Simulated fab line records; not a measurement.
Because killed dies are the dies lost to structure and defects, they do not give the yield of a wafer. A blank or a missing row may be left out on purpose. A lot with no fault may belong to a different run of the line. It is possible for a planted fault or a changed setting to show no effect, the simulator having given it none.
fab line records -- flow n5Finfet -- part 1 of 2: steps 1 to 3 of 6
[record] lots = 22, wafers = 66, lastDay = 18
route steps=1938 shown STI_FIN_REVEAL@183 DUMMY_GATE@235
lots with no fault: from the same line, run without faults
startH: hours from the record's opening day to when the first of the lot's shown wafers began -- waitH: hours since the lot's step before -- " as in the row above -- L1.1+2: a row that stands for several wafers -- - no value present, or no start provided -- * or withheld: withheld -- < > ~ a bound
route shown NAME@n: a module of which the file shows steps, and the number in the route of the first -- usual: mean and standard deviation over wafers with no fault -- same: alike in all rows -- chamber/n: place in a boat -- sites: the reading at each site -- _std_site: their standard deviation -- _edge_site: outer sites' mean less inner sites' -- radiusMm: for every site, how far away it sits from the centre of the wafer -- mask NAME#n: copy n -- behind: the most recent tool/chamber to have shaped the wafer -- hold: cause of the lot's hold/its duration in hours/its outcome -- device: transistor that didn't switch, given as n, p or np -- end of line: the tests these same wafers got at the end of their route -- where a step has no rows: the recipe by itself -- killed: dies lost to structure and defects at the first sort, not the wafer's yield -- map: the dies of a wafer, with x for killed, . for not killed, _ for no die there
set.NAME: the run value of the setting; set.NAME@STEP: its run value at that earlier step -- model.NAME: the simulator's own value behind a step, which no gauge read
one table for each step of the route and one row for each wafer, over a sample of lots
services: from which hour (startH, from the record's first day; less than 0 if before it) a tool's chamber was out of use, for how many hours, and why
[[steps]]
[step N5_STI_FIN_REVEAL_ALD_00]
[recipe] material = SiO2, targetThkA = 10, tempC = 300, aldPrecursorFamily = BDEAS, aldCoReactant = O2-plasma, pulseTimeS = 1, pressureTorr = 2
[usual] heaterPowerW = 491/45, precursorPulseHeightRel = 0.999/0.021
lot.wafer,tool,chamber,startH,waitH,heaterPowerW,precursorPulseHeightRel
L074.1,aldSin-03,2,28.95,0.0,502,0.969
L074.4,aldSin-03,3,28.95,0.0,500,1.003
L074.5,aldSin-03,0,28.95,0.0,431,0.985
L075.2,aldSin-01,2,34.18,0.0,494,1.033
L075.3,aldSin-01,0,34.18,0.0,480,1.000
L075.6,aldSin-01,2,34.18,0.0,516,0.984
L076.2,aldSin-01,1,39.81,0.6,469,0.981
L076.4,aldSin-01,0,39.81,0.6,482,0.943
L076.6,aldSin-01,1,39.81,0.6,458,0.987
L077.2,aldSin-01,3,46.40,0.3,559,1.016
L077.3,aldSin-01,1,46.40,0.3,456,0.989
L077.5,aldSin-01,0,46.40,0.3,472,0.998
L078.2,aldSin-03,2,51.18,0.0,501,1.038
L078.3,aldSin-03,0,51.18,0.0,443,1.018
L078.4,aldSin-03,1,51.18,0.0,568,1.018
L079.1,aldSin-02,1,57.18,0.0,426,0.995
L079.2,aldSin-02,0,57.18,0.0,456,1.012
L079.5,aldSin-02,0,57.18,0.0,460,0.997
L080.2,aldSin-03,2,63.26,0.0,504,0.944
L080.3,aldSin-03,1,63.26,0.0,583,0.999
L080.4,aldSin-03,3,63.26,0.0,509,0.990
L081.3,aldSin-01,2,69.41,0.0,497,1.010
L081.4,aldSin-01,3,69.41,0.0,563,0.997
L081.6,aldSin-01,1,69.41,0.0,462,1.026
L082.1,aldSin-01,2,76.42,0.0,514,1.011
L082.5,aldSin-01,0,76.42,0.0,473,0.992
L082.6,aldSin-01,3,76.42,0.0,552,1.018
L084.1,aldSin-02,0,90.14,0.9,460,1.055
L084.5,aldSin-02,0,90.14,0.9,451,0.972
L084.6,aldSin-02,3,90.14,0.9,570,0.991
L085.2,aldSin-02,3,94.35,0.5,562,0.984
L085.3,aldSin-02,1,94.35,0.5,430,1.049
L085.4,aldSin-02,0,94.35,0.5,468,0.961
L086.1,aldSin-02,3,103.21,0.8,562,1.009
L086.5,aldSin-02,2,103.21,0.8,475,0.979
L086.6,aldSin-02,1,103.21,0.8,430,1.026
L087.2,aldSin-02,3,106.72,0.0,555,0.967
L087.4,aldSin-02,2,106.72,0.0,469,1.016
L087.6,aldSin-02,0,106.72,0.0,453,0.976
L088.1,aldSin-03,1,111.82,0.0,570,0.983
L088.3,aldSin-03,0,111.82,0.0,463,1.000
L088.5,aldSin-03,0,111.82,0.0,460,0.992
L089.1,aldSin-01,3,118.99,0.6,557,0.977
L089.2,aldSin-01,1,118.99,0.6,460,1.002
L089.3,aldSin-01,0,118.99,0.6,484,1.007
L090.2,aldSin-03,2,124.87,0.2,474,1.003
L090.3,aldSin-03,1,124.87,0.2,566,1.002
L090.4,aldSin-03,0,124.87,0.2,456,0.987
L091.2,aldSin-01,1,130.21,0.0,459,0.999
L091.3,aldSin-01,0,130.21,0.0,479,1.000
L091.5,aldSin-01,1,130.21,0.0,466,1.013
L093.1,aldSin-02,0,142.80,0.6,466,0.998
L093.2,aldSin-02,1,142.80,0.6,434,1.012
L093.5,aldSin-02,0,142.80,0.6,455,0.981
L094.2,aldSin-02,0,147.65,0.0,456,1.036
L094.3,aldSin-02,2,147.65,0.0,462,0.989
L094.4,aldSin-02,1,147.65,0.0,447,1.018
L095.1,aldSin-02,0,154.63,0.0,473,1.008
L095.3,aldSin-02,3,154.63,0.0,565,1.004
L095.5,aldSin-02,0,154.63,0.0,460,0.967
L096.1,aldSin-02,2,162.44,0.0,486,0.987
L096.3,aldSin-02,0,162.44,0.0,470,0.988
L096.5,aldSin-02,3,162.44,0.0,554,0.975
L097.2,aldSin-03,0,166.01,0.0,478,1.001
L097.3,aldSin-03,1,166.01,0.0,566,0.990
L097.5,aldSin-03,0,166.01,0.0,465,1.037
[step N5_STI_FIN_REVEAL_STRIP_24]
[recipe] chemistry = N2/H2, timeS = 90, powerW = 100, tempC = 40, pressureMtorr = 100, rfFrequencyHz = 6e+07, biasPowerW = 3, n2FlowSccm = 300, h2FlowSccm = 300
[usual] drypumpMotorCurrentA = 6.0/0.37, n2FlowSccm = 299.9/0.94, oesProductAu = 0.77/0.087, rfVppV = 45.3/0.83, showerheadPlenumPTorr = 3.38/0.084, throttleValvePct = 12.30/0.29
lot.wafer,tool,chamber,startH,waitH,drypumpMotorCurrentA,n2FlowSccm,oesProductAu,rfHoursCounterH,rfVppV,showerheadPlenumPTorr,throttleValvePct
L074.1,rieDiel-04,0,34.61,0.0,5.4,299.7,0.70,199,45.6,3.50,12.29
L074.4,rieDiel-04,3,34.61,0.0,6.4,299.9,0.70,205,45.6,3.21,12.61
L074.5,rieDiel-04,1,34.61,0.0,6.0,298.7,0.75,-,47.0,3.40,12.17
L075.2,rieDiel-04,2,39.94,0.0,5.4,298.6,0.70,216,46.1,3.33,12.24
L075.3,rieDiel-04,0,39.94,0.0,5.4,299.7,0.71,201,46.3,3.50,12.29
L075.6,rieDiel-04,3,39.94,0.0,6.3,301.3,0.70,-,45.0,3.21,12.59
L076.2,rieDiel-05,2,45.49,0.0,6.3,300.5,0.87,32,44.1,3.31,11.85
L076.4,rieDiel-05,3,45.49,0.0,6.2,299.8,0.75,162,44.3,3.51,12.57
L076.6,rieDiel-05,2,45.49,0.0,6.3,299.7,0.87,-,46.1,3.31,11.83
L077.2,rieDiel-05,2,52.70,0.0,6.4,300.7,0.86,35,46.2,3.31,11.85
L077.3,rieDiel-05,3,52.70,0.0,6.2,298.8,0.74,165,43.9,3.51,12.56
L077.5,rieDiel-05,2,52.70,0.0,6.3,299.4,0.86,-,44.7,3.31,11.86
L078.2,rieDiel-03,2,57.44,0.0,5.5,299.7,0.72,183,45.3,3.49,12.69
L078.3,rieDiel-03,1,57.44,0.0,6.5,301.2,0.68,226,46.5,3.35,12.70
L078.4,rieDiel-03,0,57.44,0.0,5.8,299.5,0.92,21,46.3,3.45,12.20
L079.1,rieDiel-04,2,63.00,0.0,5.4,299.5,0.69,223,45.0,3.33,12.27
L079.2,rieDiel-04,0,63.00,0.0,5.4,300.8,0.69,210,45.8,3.49,12.32
L079.5,rieDiel-04,2,63.00,0.0,5.4,298.2,0.69,-,44.7,3.33,12.26
L080.2,rieDiel-05,1,68.95,0.0,6.2,300.7,0.71,213,45.8,3.34,12.57
L080.3,rieDiel-05,3,68.95,0.0,6.2,300.3,0.74,171,45.8,3.50,12.58
L080.4,rieDiel-05,2,68.95,0.0,6.3,299.7,0.86,41,46.4,3.30,11.85
L081.3,rieDiel-05,2,75.87,0.0,6.3,300.3,0.85,43,47.2,3.30,11.88
L081.4,rieDiel-05,1,75.87,0.0,6.3,301.1,0.71,215,45.6,3.34,12.58
L081.6,rieDiel-05,3,75.87,0.0,6.2,299.6,0.74,-,46.7,3.50,12.59
L082.1,rieDiel-03,1,82.20,0.0,6.5,301.0,0.68,234,45.0,3.34,12.72
L082.5,rieDiel-03,3,82.20,0.0,6.3,297.8,0.86,-,43.5,3.42,11.98
L082.6,rieDiel-03,2,82.20,0.0,5.5,299.6,0.72,-,47.2,3.49,12.70
L084.1,rieDiel-05,0,95.83,0.0,6.1,300.2,0.88,43,45.0,3.30,11.91
L084.5,rieDiel-05,0,95.83,0.0,6.1,301.6,0.89,-,44.6,3.30,11.93
L084.6,rieDiel-05,3,95.83,0.0,6.3,301.1,0.73,-,44.9,3.50,12.61
L085.2,rieDiel-04,0,100.19,0.0,5.4,299.6,0.69,223,44.6,3.48,12.33
L085.3,rieDiel-04,2,100.19,0.0,5.4,299.3,0.68,235,44.5,3.32,12.29
L085.4,rieDiel-04,3,100.19,0.0,6.4,300.5,0.68,226,45.6,3.20,12.63
L086.1,rieDiel-05,1,108.99,0.0,6.2,300.0,0.70,227,43.3,3.33,12.61
L086.5,rieDiel-05,1,108.99,0.0,6.3,301.8,0.69,-,45.3,3.33,12.59
L086.6,rieDiel-05,2,108.99,0.0,6.4,299.6,0.84,-,44.8,3.30,11.89
L087.2,rieDiel-04,2,112.37,0.0,5.3,300.6,0.68,238,44.4,3.32,12.28
L087.4,rieDiel-04,3,112.37,0.0,6.4,300.5,0.67,231,44.5,3.20,12.65
L087.6,rieDiel-04,1,112.37,0.0,6.1,300.7,0.72,-,44.9,3.38,12.21
L088.1,rieDiel-05,0,117.49,0.0,6.1,299.8,0.87,51,45.2,3.30,11.95
L088.3,rieDiel-05,3,117.49,0.0,6.3,299.6,0.73,188,43.9,3.49,12.64
L088.5,rieDiel-05,3,117.49,0.0,6.2,300.5,0.72,-,45.5,3.49,12.62
L089.1,rieDiel-03,2,124.81,0.0,5.5,300.3,0.70,206,47.0,3.48,12.76
L089.2,rieDiel-03,3,124.81,0.0,6.3,300.4,0.83,86,46.9,3.41,12.03
L089.3,rieDiel-03,0,124.81,0.0,5.8,300.5,0.87,45,45.1,3.43,12.27
L090.2,rieDiel-04,1,130.78,0.0,6.1,298.1,0.72,166,44.8,3.38,12.24
L090.3,rieDiel-04,2,130.78,0.0,5.4,298.4,0.67,246,47.4,3.31,12.29
L090.4,rieDiel-04,1,130.78,0.0,6.0,300.0,0.72,-,44.6,3.38,12.25
L091.2,rieDiel-05,3,135.96,0.0,6.2,299.5,0.73,194,46.4,3.49,12.63
L091.3,rieDiel-05,0,135.96,0.0,6.1,298.3,0.86,57,46.0,3.30,11.94
L091.5,rieDiel-05,3,135.96,0.0,6.2,298.5,0.72,-,46.4,3.49,12.63
L093.1,rieDiel-03,3,148.93,0.0,6.4,298.3,0.82,95,45.7,3.41,12.04
L093.2,rieDiel-03,1,148.93,0.0,6.5,300.9,0.97,1,45.0,3.33,12.12
L093.5,rieDiel-03,0,148.93,0.0,5.7,300.5,0.87,-,45.6,3.43,12.30
L094.2,rieDiel-03,0,153.41,0.0,5.8,299.4,0.85,56,44.7,3.43,12.30
L094.3,rieDiel-03,3,153.41,0.0,6.4,298.9,0.82,98,45.9,3.41,12.04
L094.4,rieDiel-03,1,153.41,0.0,6.5,298.8,0.95,3,45.5,3.33,12.13
L095.1,rieDiel-03,2,160.30,0.0,5.5,300.9,0.69,220,45.0,3.47,12.80
L095.3,rieDiel-03,0,160.30,0.0,5.8,299.7,0.86,58,45.3,3.42,12.30
L095.5,rieDiel-03,0,160.30,0.0,5.8,298.6,0.86,-,45.5,3.42,12.32
L096.1,rieDiel-03,3,168.10,0.0,6.4,299.0,0.81,103,46.1,3.40,12.04
L096.3,rieDiel-03,0,168.10,0.0,5.7,299.5,0.85,61,44.9,3.42,12.32
L096.5,rieDiel-03,2,168.10,0.0,5.5,301.2,0.69,-,46.7,3.47,12.79
L097.2,rieDiel-04,0,171.84,0.0,5.4,299.1,0.66,251,45.7,3.47,12.41
L097.3,rieDiel-04,3,171.84,0.0,6.3,301.1,0.66,247,44.2,3.19,12.70
L097.5,rieDiel-04,0,171.84,0.0,5.4,299.4,0.67,-,44.2,3.47,12.42
[step N5_DUMMY_GATE_ETCH_29]
[recipe] chemistry = N2/H2, target = underlayer, targetDepthA = 130, ionEnergyEv = 200, pressureMtorr = 30, sourceW = 840, biasW = 150, n2FlowSccm = 200, h2FlowSccm = 200
[usual] drypumpMotorCurrentA = 5.5/0.51, n2FlowSccm = 199.9/0.56, oesProductAu = 0.77/0.055, rfVppV = 522.7/2.6, showerheadPlenumPTorr = 2.50/0.089, throttleValvePct = 17.84/0.18
lot.wafer,tool,chamber,startH,waitH,drypumpMotorCurrentA,n2FlowSccm,oesProductAu,rfHoursCounterH,rfVppV,showerheadPlenumPTorr,throttleValvePct
L074.1,rieDiel-06,1,46.80,0.0,4.9,199.1,0.82,103,520.5,2.46,17.80
L074.4,rieDiel-06,0,46.80,0.0,5.5,200.7,0.76,120,523.9,2.56,18.22
L074.5,rieDiel-06,1,46.80,0.0,5.0,200.2,0.82,-,522.2,2.46,17.78
L075.2,rieDiel-01,1,51.64,0.0,4.7,199.7,0.74,152,525.5,2.65,18.03
L075.3,rieDiel-01,0,51.64,0.0,5.4,199.0,0.83,71,518.6,2.37,17.60
L075.6,rieDiel-01,0,51.64,0.0,5.4,199.9,0.83,-,518.9,2.37,17.59
L076.2,rieDiel-02,0,59.76,0.0,5.3,199.5,0.93,13,528.5,2.71,17.58
L076.4,rieDiel-02,3,59.76,0.0,5.9,199.9,0.82,105,524.1,2.56,17.72
L076.6,rieDiel-02,3,59.76,0.0,5.9,199.3,0.82,-,525.5,2.56,17.74
L077.2,rieDiel-02,3,66.54,0.0,5.9,200.3,0.81,107,525.8,2.56,17.72
L077.3,rieDiel-02,1,66.54,0.0,6.3,200.0,0.81,115,521.8,2.46,17.69
L077.5,rieDiel-02,1,66.54,0.0,6.3,200.2,0.82,-,520.2,2.46,17.70
L078.2,rieDiel-06,2,69.22,0.0,5.0,201.0,0.77,118,520.5,2.45,17.78
L078.3,rieDiel-06,1,69.22,0.0,5.0,199.4,0.81,109,521.9,2.46,17.80
L078.4,rieDiel-06,0,69.22,0.0,5.5,199.3,0.75,127,524.2,2.55,18.23
L079.1,rieDiel-01,3,76.52,0.0,5.8,200.1,0.72,204,521.4,2.53,18.05
L079.2,rieDiel-01,0,76.52,0.0,5.4,199.7,0.83,77,518.3,2.36,17.61
L079.5,rieDiel-01,2,76.52,0.0,6.3,200.1,0.76,-,523.1,2.55,17.66
L080.2,rieDiel-02,1,80.71,0.0,6.3,199.5,0.80,119,521.7,2.45,17.71
L080.3,rieDiel-02,2,80.71,0.0,5.1,200.5,0.77,129,521.1,2.44,17.78
L080.4,rieDiel-02,3,80.71,0.0,5.9,200.1,0.80,112,524.0,2.56,17.73
L081.3,rieDiel-01,0,88.08,0.0,5.4,200.0,0.83,81,519.0,2.36,17.61
L081.4,rieDiel-01,3,88.08,0.0,5.7,200.4,0.73,208,522.8,2.53,18.06
L081.6,rieDiel-01,2,88.08,0.0,6.3,199.1,0.75,-,523.8,2.55,17.67
L082.1,rieDiel-02,0,99.63,0.0,5.3,200.7,0.91,26,528.1,2.71,17.57
L082.5,rieDiel-02,0,99.63,0.0,5.3,198.8,0.91,-,528.7,2.71,17.57
L082.6,rieDiel-02,1,99.63,0.0,6.3,200.4,0.80,-,521.2,2.45,17.71
L084.1,rieDiel-02,3,108.56,0.0,5.9,200.2,0.80,121,524.5,2.55,17.75
L084.5,rieDiel-02,2,108.56,0.0,5.1,199.3,0.77,-,521.2,2.44,17.79
L084.6,rieDiel-02,3,108.56,0.0,5.9,199.7,0.80,-,523.5,2.55,17.75
L085.2,rieDiel-01,0,113.95,0.0,5.4,200.2,0.82,89,520.7,2.36,17.65
L085.3,rieDiel-01,1,113.95,0.0,4.7,200.8,0.73,169,526.3,2.64,18.07
L085.4,rieDiel-01,3,113.95,0.0,5.7,199.9,0.72,216,521.6,2.52,18.06
L086.1,rieDiel-06,0,120.88,0.0,5.5,200.4,0.75,141,523.7,2.55,18.27
L086.5,rieDiel-06,3,120.88,0.0,5.6,200.4,0.69,-,519.9,2.42,17.91
L086.6,rieDiel-06,0,120.88,0.0,5.5,200.6,0.75,-,524.8,2.55,18.25
L087.2,rieDiel-01,1,124.79,0.0,4.7,199.8,0.72,172,527.4,2.64,18.05
L087.4,rieDiel-01,3,124.79,0.0,5.7,199.9,0.70,219,522.3,2.52,18.07
L087.6,rieDiel-01,3,124.79,0.0,5.7,200.6,0.71,-,523.1,2.52,18.06
L088.1,rieDiel-01,1,129.30,0.0,4.7,199.4,0.73,174,527.6,2.64,18.06
L088.3,rieDiel-01,2,129.30,0.0,6.3,199.1,0.74,142,523.6,2.54,17.69
L088.5,rieDiel-01,2,129.30,0.0,6.3,200.1,0.75,-,523.8,2.54,17.70
L089.1,rieDiel-02,3,138.44,0.0,5.9,200.1,0.79,127,523.8,2.55,17.77
L089.2,rieDiel-02,0,138.44,0.0,5.2,200.4,0.89,34,529.0,2.70,17.59
L089.3,rieDiel-02,2,138.44,0.0,5.1,200.3,0.76,147,520.5,2.44,17.80
L090.2,rieDiel-06,3,142.64,0.0,5.6,201.4,0.68,218,519.4,2.41,17.92
L090.3,rieDiel-06,1,142.64,0.0,4.9,200.0,0.78,132,522.4,2.45,17.85
L090.4,rieDiel-06,0,142.64,0.0,5.5,199.1,0.73,149,524.1,2.54,18.29
L091.2,rieDiel-06,2,149.60,0.0,5.0,200.2,0.75,144,521.2,2.44,17.84
L091.3,rieDiel-06,1,149.60,0.0,4.9,198.7,0.78,134,521.4,2.45,17.84
L091.5,rieDiel-06,2,149.60,0.0,5.0,198.9,0.75,-,522.9,2.44,17.84
L093.1,rieDiel-02,2,160.83,0.0,5.1,200.0,0.75,153,521.2,2.43,17.81
L093.2,rieDiel-02,3,160.83,0.0,5.9,200.2,0.80,133,524.9,2.55,17.77
L093.5,rieDiel-02,2,160.83,0.0,5.1,200.3,0.76,-,520.1,2.43,17.82
L094.2,rieDiel-06,3,165.65,0.0,5.6,200.0,0.67,225,519.5,2.41,17.94
L094.3,rieDiel-06,2,165.65,0.0,5.0,199.7,0.75,149,520.5,2.44,17.84
L094.4,rieDiel-06,3,165.65,0.0,5.6,200.4,0.67,-,519.7,2.41,17.94
L095.1,rieDiel-06,3,172.92,0.0,5.6,200.2,0.67,228,521.3,2.41,17.94
L095.3,rieDiel-06,2,172.92,0.0,5.0,200.0,0.75,152,520.9,2.44,17.83
L095.5,rieDiel-06,0,172.92,0.0,5.5,200.1,0.71,-,524.9,2.54,18.28
L096.1,rieDiel-01,0,179.98,0.0,5.4,200.3,0.80,108,518.3,2.35,17.67
L096.3,rieDiel-01,1,179.98,0.0,4.7,199.8,0.71,190,527.1,2.63,18.06
L096.5,rieDiel-01,2,179.98,0.0,6.3,199.0,0.72,-,524.7,2.53,17.72
L097.2,rieDiel-01,1,184.06,0.0,4.7,200.2,0.70,191,526.3,2.63,18.09
L097.3,rieDiel-01,2,184.06,0.0,6.3,200.3,0.72,159,523.8,2.53,17.71
L097.5,rieDiel-01,3,184.06,0.0,5.8,201.8,0.70,-,523.3,2.52,18.08
